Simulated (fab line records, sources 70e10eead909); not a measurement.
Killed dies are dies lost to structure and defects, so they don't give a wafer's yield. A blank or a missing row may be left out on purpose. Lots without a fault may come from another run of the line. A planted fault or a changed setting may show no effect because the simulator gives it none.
Chamber matching | flow nand_harc | NHARC_A_WL_FILL_ALD_02 on ald_metal-01: 4 sister chambers
The step deposits TiN, target thk 2 nm, pulse time 3 s, ald cycles 100. 14 wafers are shown with their chamber, then 7 later ones without.

WAFERS WITH THEIR CHAMBER
wafer  | chamber | heater_power_w (W) | precursor_pulse_height_rel
L074.1 | 2       | 921                | 1.025
L074.5 | 2       | 913                | 0.997
L074.6 | 3       | 961                | 1.002
L082.1 | 3       | 1023               | 0.999
L082.3 | 1       | 1065               | 1.016
L082.6 | 0       | 879                | 0.985
L086.2 | 0       | 891                | 0.986
L086.4 | 1       | 1102               | 0.990
L086.5 | 0       | 890                | 0.993
L088.4 | 2       | 942                | 1.013
L088.5 | 1       | 1077               | 1.023
L088.6 | 2       | 945                | 0.981
L092.3 | 1       | 1098               | 0.984
L092.5 | 2       | 937                | 0.997

SIGNATURES (means of the wafers above)
reading                    | chamber 0 | chamber 1 | chamber 2 | chamber 3 | scatter within a chamber
heater_power_w             | 886.67    | 1085.50   | 931.60    | 992.00    | 19.3
precursor_pulse_height_rel | 0.98800   | 1.00325   | 1.00260   | 1.00050   | 0.0151
Rule: a wafer's distance from a chamber is the root of the sum, over the readings, of the square of ((its reading less the chamber's mean) divided by the reading's scatter). The wafer belongs to the nearest chamber; if the next one is less than 2 further off, it can't be placed. The scatter: the root of (the sum of the squares of (reading less its chamber's mean) over the shown wafers, divided by (wafers less chambers)).

WAFERS WITHOUT THEIR CHAMBER
wafer  | heater_power_w (W) | precursor_pulse_height_rel
L092.6 | 1011               | 1.016
L094.2 | 918                | 1.013
L094.4 | 1023               | 0.997
L094.6 | 1086               | 1.043
L097.2 | 1036               | 1.027
L097.3 | 889                | 0.994
L097.5 | 903                | 0.990

WHICH CHAMBER EACH WENT THROUGH
wafer  | from the rows above     | in truth
L092.6 | 3                       | 3
L094.2 | can't be placed: 2 or 0 | 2
L094.4 | can't be placed: 3 or 1 | 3
L094.6 | 1                       | 1
L097.2 | can't be placed: 3 or 1 | 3
L097.3 | can't be placed: 0 or 2 | 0
L097.5 | can't be placed: 0 or 2 | 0
Placed correctly: 2 of 7. Can't be placed from these rows: 5 (the true chamber is among the candidates in 5). Placed wrongly: 0.
